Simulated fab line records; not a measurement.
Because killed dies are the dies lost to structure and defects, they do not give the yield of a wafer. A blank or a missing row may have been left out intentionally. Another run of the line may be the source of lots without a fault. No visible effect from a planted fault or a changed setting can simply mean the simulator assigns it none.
What tool caused it?    flow nand harc    33 wafers from 11 lots sampled at 3 of the route's 1302 steps

WHAT THE GAUGES SHOWED, per wafer
NHARC_P_GATE_CD_MEAS_26 targets a cd of 120 nm.
lot   measured      on         cd nm (nm)
L512  day 4 06:13   cd sem-03  119.6 118.8 118.7
L513  day 4 10:23   cd sem-01  120.8 121.5 121.3
L514  day 4 19:49   cd sem-02  120.2 120.4 119.6
L515  day 5 16:21   cd sem-03  118.4 119.7 119.3
L517  day 5 23:04   cd sem-01  120.6 119.1 119.0
L518  day 6 13:50   cd sem-01  119.0 119.4 120.1
L519  day 7 05:32   cd sem-02  120.8 121.3 120.7
L522  day 8 08:56   cd sem-02  120.3 119.2 119.3
L525  day 9 10:48   cd sem-01  117.0 115.9 116.7
L534  day 13 05:26  cd sem-03  119.1 119.4 119.1
L535  day 13 12:25  cd sem-03  120.5 118.7 119.4

TOOL THAT RAN EACH LOT (tool first, then ch and the chambers of the sampled wafers, then the start)
lot   NHARC_P_STI_ETCH_31                            NHARC_P_GATE_EXPOSE_23
L512  rie diel-09 ch 1,2,3, day 3 16:20 or earlier   arfi scanner-02 ch 0, day 4 06:04
L513  rie diel-09 ch 1,2, day 3 20:29 or earlier     arfi scanner-01 ch 0, day 4 10:14
L514  rie diel-09 ch 0,1, day 4 04:38 or earlier     arfi scanner-02 ch 0, day 4 19:40
L515  rie diel-04 ch 0,3, day 4 23:35 or earlier     arfi scanner-02 ch 0, day 5 16:13
L517  rie diel-04 ch 1,2,3, day 5 08:14 or earlier   arfi scanner-03 ch 0, day 5 22:56
L518  rie diel-09 ch 1,2,3, day 5 23:49 or earlier   arfi scanner-02 ch 0, day 6 13:41
L519  rie diel-04 ch 0,1,3, day 6 14:35 or earlier   arfi scanner-01 ch 0, day 7 05:24
L522  rie diel-04 ch 0,1,3, day 7 14:22 or earlier   arfi scanner-01 ch 0, day 8 08:47
L525  rie diel-04 ch 0,2,3, day 8 20:58 or earlier   arfi scanner-02 ch 0, day 9 10:40
L534  rie diel-09 ch 0,1,3, day 12 15:43 or earlier  arfi scanner-03 ch 0, day 13 05:18
L535  rie diel-09 ch 0,1,2, day 12 22:16 or earlier  arfi scanner-02 ch 0, day 13 12:16
- NHARC_P_STI_ETCH_31: etches the open film in CF4/CHF3, target depth 108.9 nm, time 54.5 s.
- NHARC_P_GATE_EXPOSE_23: exposes mask P GATE, target cd 120 nm.

THE ANSWER, worked out from the rows above alone
Rule: what is usual is taken from the lots themselves. The widest of any qualifying gaps counts: lots, ordered by their means at a reading, are off when they make up no more than a third of the lots, leave a main group of 4 or more, and stand apart from it by 3 or more times the standard deviation of that group's means. Not used: any main group whose means are identical at the precision the tables above print for the reading. Also off: a lot with no number at a reading for which 4 or more lots have one. The other lots that the step has rows for count as sound.
Off at NHARC_P_GATE_CD_MEAS_26 (cd nm): L525. Mean 119.8 nm and standard deviation 0.7 in the main group.
If a tool, at a process step before that reading, ran all the lots that are off and no sound lot after the first of them, it fits. Gauges at NHARC_P_GATE_CD_MEAS_26: tried the same way as those tools. Because NHARC_P_STI_ETCH_31 lacks a start for some lots, the hours and order of its lots are taken from NHARC_P_GATE_CD_MEAS_11. Can't be told from this: 2 tools fit, rie diel-04 at NHARC_P_STI_ETCH_31, cd sem-01 at NHARC_P_GATE_CD_MEAS_26.

WHAT THE SIMULATOR PUT IN
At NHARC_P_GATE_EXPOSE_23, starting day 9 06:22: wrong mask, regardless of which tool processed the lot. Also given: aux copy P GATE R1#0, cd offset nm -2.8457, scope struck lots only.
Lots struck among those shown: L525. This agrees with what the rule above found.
